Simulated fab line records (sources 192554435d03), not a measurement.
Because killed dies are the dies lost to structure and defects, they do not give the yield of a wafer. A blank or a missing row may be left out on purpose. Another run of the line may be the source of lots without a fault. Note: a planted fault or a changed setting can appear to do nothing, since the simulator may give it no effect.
Chamber matching | flow n5Finfet | 4 sister chambers for N5_BEOL_M8_STRIP_36 on rieDiel-03
The step strips in N2/H2. 4 wafers are shown with their chamber, then 7 later ones without.

== WAFERS WITH THEIR CHAMBER ==
wafer  | chamber | throttleValvePct (%)
L079.1 | 1       | 23.40
L079.4 | 2       | 23.65
L081.1 | 3       | 23.84
L081.2 | 0       | 24.07

== WAFERS WITHOUT THEIR CHAMBER ==
wafer  | throttleValvePct (%)
L081.6 | 23.39
L089.2 | 23.65
L089.3 | 23.88
L089.5 | 23.87
L088.2 | 24.13
L088.3 | 23.44
L088.6 | 23.41

== WHICH CHAMBER EACH ONE RAN IN ==
wafer  | from the rows above | in truth
L081.6 | 1                   | 1
L089.2 | 2                   | 2
L089.3 | 3                   | 3
L089.5 | 3                   | 3
L088.2 | 0                   | 0
L088.3 | 1                   | 1
L088.6 | 1                   | 1
Correct placement for 7 of the 7. Not placeable from these rows: 0. 0 placed wrongly.
How it was worked out, from the rows above alone: a wafer's distance from a chamber is the root of the sum, over the readings, of the square of ((its reading less the chamber's mean) divided by the reading's scatter). The wafer belongs to the nearest chamber; if the next one is less than 2 further off, it can't be placed. For every chamber, the mean is computed from those of its wafers that are shown. The scatter: root of mean squared gap, hidden wafer to nearest shown wafer, with one shown wafer a chamber.
